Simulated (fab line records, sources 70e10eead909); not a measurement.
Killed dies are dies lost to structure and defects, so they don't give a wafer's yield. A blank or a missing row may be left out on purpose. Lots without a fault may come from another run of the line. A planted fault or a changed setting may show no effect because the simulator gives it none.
Chamber matching | flow nand_harc | NHARC_P_M1_ETCH_15 on rie_diel-03: 4 sister chambers
The step etches the open film in C4F8/Ar, target depth 182.5 nm, time 91.2 s. 4 wafers are shown with their chamber, then 8 later ones without.

WAFERS WITH THEIR CHAMBER
wafer  | chamber | rf_vpp_V (V)
L864.2 | 1       | 438.5
L865.2 | 0       | 439.8
L865.4 | 3       | 442.2
L867.2 | 2       | 442.2

WAFERS WITHOUT THEIR CHAMBER
wafer  | rf_vpp_V (V)
L867.4 | 439.8
L867.6 | 441.9
L868.2 | 438.3
L868.4 | 440.7
L868.5 | 444.8
L870.2 | 442.9
L870.3 | 440.5
L870.4 | 439.4

WHICH CHAMBER EACH WENT THROUGH
wafer  | from the rows above               | in truth
L867.4 | can't be placed: 0 or 1           | 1
L867.6 | can't be placed: 2 or 3 or 0      | 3
L868.2 | can't be placed: 1 or 0           | 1
L868.4 | can't be placed: 0 or 2 or 3 or 1 | 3
L868.5 | can't be placed: 2 or 3           | 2
L870.2 | can't be placed: 2 or 3           | 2
L870.3 | can't be placed: 0 or 2 or 3 or 1 | 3
L870.4 | can't be placed: 0 or 1           | 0
Placed correctly: 0 of 8. Can't be placed from these rows: 8 (the true chamber is among the candidates in 8). Placed wrongly: 0.
How it was worked out, from the rows above alone: a wafer's distance from a chamber is the root of the sum, over the readings, of the square of ((its reading less the chamber's mean) divided by the reading's scatter). The wafer belongs to the nearest chamber; if the next one is less than 2 further off, it can't be placed. A chamber's mean is the mean of its shown wafers. The scatter: with one shown wafer a chamber, the root of the mean of the squares of how far each hidden wafer lies from its nearest shown one.
